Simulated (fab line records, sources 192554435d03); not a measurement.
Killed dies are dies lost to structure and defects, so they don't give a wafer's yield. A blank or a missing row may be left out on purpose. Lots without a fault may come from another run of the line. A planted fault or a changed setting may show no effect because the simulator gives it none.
Chamber matching | flow n5_finfet | N5_BEOL_M5_ETCH_67 on rie_diel-03: 4 sister chambers
The step etches SiARC in CF4, target depth 15.6 nm, time 26 s. 8 wafers are shown with their chamber, then 9 later ones without.

WAFERS WITH THEIR CHAMBER
wafer  | chamber | drypump_motor_current_A (A) | rf_vpp_V (V)
L078.4 | 3       | 5.5                         | 186.5
L078.6 | 2       | 5.3                         | 184.1
L084.4 | 2       | 5.3                         | 183.7
L083.4 | 3       | 5.5                         | 187.2
L083.5 | 0       | 4.8                         | 184.5
L090.2 | 1       | 6.0                         | 186.4
L090.3 | 0       | 4.7                         | 184.6
L090.6 | 1       | 6.0                         | 185.2

WAFERS WITHOUT THEIR CHAMBER
wafer  | drypump_motor_current_A (A) | rf_vpp_V (V)
L092.1 | 5.5                         | 186.0
L092.2 | 6.0                         | 186.6
L092.6 | 4.8                         | 182.7
L094.1 | 5.3                         | 184.2
L094.2 | 5.5                         | 185.7
L094.3 | 4.7                         | 183.5
L097.1 | 5.3                         | 185.5
L097.2 | 5.5                         | 185.4
L097.5 | 5.3                         | 184.0

WHICH CHAMBER EACH WENT THROUGH
wafer  | from the rows above | in truth
L092.1 | 3                   | 3
L092.2 | 1                   | 1
L092.6 | 0                   | 0
L094.1 | 2                   | 2
L094.2 | 3                   | 3
L094.3 | 0                   | 0
L097.1 | 2                   | 2
L097.2 | 3                   | 3
L097.5 | 2                   | 2
Placed correctly: 9 of 9. Can't be placed from these rows: 0. Placed wrongly: 0.
How it was worked out, from the rows above alone: a wafer's distance from a chamber is the root of the sum, over the readings, of the square of ((its reading less the chamber's mean) divided by the reading's scatter). The wafer belongs to the nearest chamber; if the next one is less than 2 further off, it can't be placed. A chamber's mean is the mean of its shown wafers. The scatter: the root of (the sum of the squares of (reading less its chamber's mean) over the shown wafers, divided by (wafers less chambers)).
